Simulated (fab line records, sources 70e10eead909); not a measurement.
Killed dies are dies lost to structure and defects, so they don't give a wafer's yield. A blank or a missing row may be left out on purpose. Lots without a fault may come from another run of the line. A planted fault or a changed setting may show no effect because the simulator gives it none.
Chamber matching | flow nand_harc | NHARC_A_CONTACT_DEP_85 on pecvd-01: 3 sister chambers
The step deposits SiON, target thk 60 nm. 6 wafers are shown with their chamber, then 8 later ones without.

WAFERS WITH THEIR CHAMBER
wafer  | chamber | heater_power_w (W)
L082.1 | 1       | 716
L082.2 | 0       | 968
L090.1 | 0       | 911
L090.3 | 2       | 677
L090.6 | 2       | 691
L088.1 | 1       | 697

WAFERS WITHOUT THEIR CHAMBER
wafer  | heater_power_w (W)
L088.5 | 872
L088.6 | 661
L093.3 | 914
L093.5 | 611
L093.6 | 873
L097.1 | 1089
L097.3 | 696
L097.6 | 751

WHICH CHAMBER EACH WENT THROUGH
wafer  | from the rows above     | in truth
L088.5 | 0                       | 0
L088.6 | can't be placed: 2 or 1 | 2
L093.3 | 0                       | 0
L093.5 | can't be placed: 2 or 1 | 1
L093.6 | 0                       | 0
L097.1 | 0                       | 0
L097.3 | can't be placed: 1 or 2 | 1
L097.6 | can't be placed: 1 or 2 | 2
Placed correctly: 4 of 8. Can't be placed from these rows: 4 (the true chamber is among the candidates in 4). Placed wrongly: 0.
How it was worked out, from the rows above alone: a wafer's distance from a chamber is the root of the sum, over the readings, of the square of ((its reading less the chamber's mean) divided by the reading's scatter). The wafer belongs to the nearest chamber; if the next one is less than 2 further off, it can't be placed. A chamber's mean is the mean of its shown wafers. The scatter: the root of (the sum of the squares of (reading less its chamber's mean) over the shown wafers, divided by (wafers less chambers)).
